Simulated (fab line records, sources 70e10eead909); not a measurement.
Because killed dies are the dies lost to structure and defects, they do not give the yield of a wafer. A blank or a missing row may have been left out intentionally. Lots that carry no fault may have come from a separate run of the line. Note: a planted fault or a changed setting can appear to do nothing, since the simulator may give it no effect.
Chamber matching    flow nand_harc    pecvd-01 running NHARC_A_STAIRCASE_DEP_151: 3 sister chambers
The step deposits SiO2, target thk 3800 nm. 3 wafers are shown with their chamber, then 9 later ones without.

== WAFERS WITH THEIR CHAMBER ==
wafer   chamber  heater_power_w (W)
L087.4  0        631
L087.5  2        609
L087.6  1        692

== WAFERS WITHOUT THEIR CHAMBER ==
wafer   heater_power_w (W)
L090.2  803
L090.5  648
L090.6  638
L094.2  782
L094.3  668
L094.5  623
L095.1  838
L095.2  747
L095.4  638

== EACH ONE'S CHAMBER ==
wafer   from the rows above           in truth
L090.2  can't be placed: 1 or 0 or 2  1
L090.5  can't be placed: 0 or 2 or 1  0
L090.6  can't be placed: 0 or 2 or 1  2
L094.2  can't be placed: 1 or 0 or 2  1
L094.3  can't be placed: 1 or 0 or 2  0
L094.5  can't be placed: 0 or 2 or 1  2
L095.1  can't be placed: 1 or 0 or 2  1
L095.2  can't be placed: 1 or 0 or 2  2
L095.4  can't be placed: 0 or 2 or 1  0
Correctly placed: 0 of 9. Cannot be placed on the basis of these rows: 9; the candidates contain the true chamber in 9. Wrongly placed: 0.
How it was worked out, from the rows above alone: a wafer's distance from a chamber is the root of the sum, over the readings, of the square of ((its reading less the chamber's mean) divided by the reading's scatter). If the next closest chamber is less than 2 further off than the closest, the wafer can't be placed; otherwise it belongs to the closest. For every chamber, the mean is computed from those of its wafers that are shown. The scatter: with one shown wafer a chamber, the root of the mean of the squares of how far each hidden wafer lies from its nearest shown one.
